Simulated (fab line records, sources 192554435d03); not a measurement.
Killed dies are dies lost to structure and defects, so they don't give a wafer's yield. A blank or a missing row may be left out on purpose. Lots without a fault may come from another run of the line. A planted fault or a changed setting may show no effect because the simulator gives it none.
Chamber matching | flow n5_finfet | N5_BEOL_M2_PRE_CLEAN_60 on cvd_co-02: 3 sister chambers
The step time 15 s. 6 wafers are shown with their chamber, then 11 later ones without.

WAFERS WITH THEIR CHAMBER
wafer  | chamber | heater_power_w (W)
L088.3 | 2       | 80
L088.4 | 1       | 52
L089.1 | 0       | 98
L089.3 | 2       | 81
L089.4 | 1       | 53
L092.1 | 0       | 97

WAFERS WITHOUT THEIR CHAMBER
wafer  | heater_power_w (W)
L092.4 | 82
L092.5 | 53
L093.1 | 98
L093.2 | 53
L093.5 | 52
L095.2 | 83
L095.4 | 84
L095.6 | 53
L097.1 | 97
L097.2 | 82
L097.4 | 98

WHICH CHAMBER EACH WENT THROUGH
wafer  | from the rows above | in truth
L092.4 | 2                   | 2
L092.5 | 1                   | 1
L093.1 | 0                   | 0
L093.2 | 1                   | 1
L093.5 | 1                   | 1
L095.2 | 2                   | 2
L095.4 | 2                   | 2
L095.6 | 1                   | 1
L097.1 | 0                   | 0
L097.2 | 2                   | 2
L097.4 | 0                   | 0
Placed correctly: 11 of 11. Can't be placed from these rows: 0. Placed wrongly: 0.
How it was worked out, from the rows above alone: a wafer's distance from a chamber is the root of the sum, over the readings, of the square of ((its reading less the chamber's mean) divided by the reading's scatter). The wafer belongs to the nearest chamber; if the next one is less than 2 further off, it can't be placed. A chamber's mean is the mean of its shown wafers. The scatter: the root of (the sum of the squares of (reading less its chamber's mean) over the shown wafers, divided by (wafers less chambers)).
